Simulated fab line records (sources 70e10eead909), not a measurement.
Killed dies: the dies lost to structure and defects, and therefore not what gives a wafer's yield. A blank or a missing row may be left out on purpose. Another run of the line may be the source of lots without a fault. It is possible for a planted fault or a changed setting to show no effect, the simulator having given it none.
The tool behind it: which one? ; flow nand_harc ; 11 lots with 33 wafers sampled at 4 steps, on a route of 1302 steps

WHAT THE GAUGES READ, wafer by wafer
NHARC_P_GATE_INSPECT_28.
lot;measured;on;raw_defect_count
L075;day 5 13:35;defect_inspect-02;2 6 6
L077;day 6 07:43;defect_inspect-01;1 5 4
L079;day 7 03:58;defect_inspect-01;9 9 4
L082;day 8 18:09;defect_inspect-01;4 5 11
L084;day 9 15:59;defect_inspect-01;4 6 8
L087;day 10 11:29;defect_inspect-01;3 7 8
L089;day 11 14:29;defect_inspect-01;7 7 9
L091;day 12 06:19;defect_inspect-01;8 9 10
L093;day 12 16:31;defect_inspect-01;7 3 5
L095;day 13 16:43;defect_inspect-02;9 4 6
L097;day 14 16:14;defect_inspect-02;6 6 2

TOOL THAT RAN EACH LOT (tool first, then ch and the chambers of the sampled wafers, then the start)
lot;NHARC_P_ZERO_WELL_ETCH_63;NHARC_P_ZERO_WELL_DESCUM_26;NHARC_P_GATE_DESCUM_13
L075;rie_si-03 ch 1,3, day 2 08:41;rie_diel-06 ch 0,1,3, day 2 09:48;rie_diel-07 ch 0,2,3, day 4 23:39
L077;rie_si-06 ch 0,3, day 3 03:35;rie_diel-13 ch 0,2,3, day 3 04:33;rie_diel-07 ch 1,2, day 5 11:05
L079;rie_si-03 ch 1,2,3, day 3 23:40;rie_diel-06 ch 0,1,2, day 4 00:45;rie_diel-12 ch 0,1,2, day 6 10:05
L082;rie_si-06 ch 0,1,3, day 5 05:57;rie_diel-06 ch 0,2, day 5 06:56;rie_diel-07 ch 2,3, day 8 01:37
L084;rie_si-02 ch 0,3, day 6 01:38;rie_diel-01 ch 1,2,3, day 6 02:38;rie_diel-12 ch 1,2, day 8 23:01
L087;rie_si-02 ch 2,3, day 7 07:32;rie_diel-01 ch 0,1,3, day 7 08:42;rie_diel-12 ch 0,1, day 9 20:14
L089;rie_si-06 ch 0,3, day 8 03:40;rie_diel-06 ch 0,1, day 8 04:45;rie_diel-07 ch 1,2, day 10 20:23
L091;rie_si-02 ch 2,3, day 9 00:04;rie_diel-01 ch 0,1,2, day 9 01:10;rie_diel-12 ch 1,2,3, day 11 11:34
L093;rie_si-03 ch 0,1,3, day 9 19:43;rie_diel-13 ch 0,2,3, day 9 20:49;rie_diel-12 ch 1,2, day 12 02:04
L095;rie_si-06 ch 0,1,3, day 10 15:41;rie_diel-13 ch 0,1, day 10 16:50;rie_diel-05 ch 0,1, day 12 23:39
L097;rie_si-02 ch 0,1,3, day 11 11:41;rie_diel-06 ch 0,1,2, day 11 12:45;rie_diel-07 ch 0,3, day 14 02:21
- NHARC_P_ZERO_WELL_ETCH_63: etches the open film in HBr/Cl2, target depth 120 nm, time 40.1 s.
- NHARC_P_ZERO_WELL_DESCUM_26: chemistry O2, time 3 s.
- NHARC_P_GATE_DESCUM_13: chemistry O2, time 3 s.

THE ANSWER, worked out from the rows above alone
Rule: what is usual is taken from the lots themselves. The widest of any qualifying gaps counts: lots, ordered by their means at a reading, are off when they make up no more than a third of the lots, leave a main group of 4 or more, and stand apart from it by 3 or more times the standard deviation of that group's means. If all means in a main group match to the digits the tables above print for the reading, that group is not used. A lot without any number at a reading at which 4 lots or more have one is off too. Where the step has rows for the other lots, those lots are counted as sound.
None of the lots is off at any reading shown; this tells nothing.

WHAT THE SIMULATOR PUT IN
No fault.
